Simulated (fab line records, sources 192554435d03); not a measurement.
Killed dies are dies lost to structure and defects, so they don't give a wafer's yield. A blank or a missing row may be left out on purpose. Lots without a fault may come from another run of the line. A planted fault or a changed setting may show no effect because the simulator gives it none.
Chamber matching | flow n5_finfet | N5_BEOL_M14_STRIP_37 on rie_diel-05: 4 sister chambers
The step strips in O2. 8 wafers are shown with their chamber, then 8 later ones without.

WAFERS WITH THEIR CHAMBER
wafer  | chamber | drypump_motor_current_A (A) | showerhead_plenum_p_Torr (Torr)
L079.1 | 3       | 5.2                         | 2.21
L088.1 | 2       | 6.5                         | 2.14
L088.3 | 1       | 5.6                         | 2.02
L088.4 | 0       | 5.8                         | 2.02
L091.1 | 1       | 5.6                         | 2.02
L091.2 | 3       | 5.2                         | 2.20
L091.4 | 2       | 6.5                         | 2.13
L090.1 | 0       | 5.7                         | 2.02

WAFERS WITHOUT THEIR CHAMBER
wafer  | drypump_motor_current_A (A) | showerhead_plenum_p_Torr (Torr)
L090.3 | 6.5                         | 2.13
L090.5 | 6.5                         | 2.13
L097.1 | 5.6                         | 2.02
L097.3 | 6.5                         | 2.13
L097.6 | 5.2                         | 2.19
L096.1 | 6.5                         | 2.13
L096.4 | 5.8                         | 2.02
L096.5 | 5.6                         | 2.02

WHICH CHAMBER EACH WENT THROUGH
wafer  | from the rows above | in truth
L090.3 | 2                   | 2
L090.5 | 2                   | 2
L097.1 | 1                   | 1
L097.3 | 2                   | 2
L097.6 | 3                   | 3
L096.1 | 2                   | 2
L096.4 | 0                   | 0
L096.5 | 1                   | 1
Placed correctly: 8 of 8. Can't be placed from these rows: 0. Placed wrongly: 0.
How it was worked out, from the rows above alone: a wafer's distance from a chamber is the root of the sum, over the readings, of the square of ((its reading less the chamber's mean) divided by the reading's scatter). The wafer belongs to the nearest chamber; if the next one is less than 2 further off, it can't be placed. A chamber's mean is the mean of its shown wafers. The scatter: the root of (the sum of the squares of (reading less its chamber's mean) over the shown wafers, divided by (wafers less chambers)).
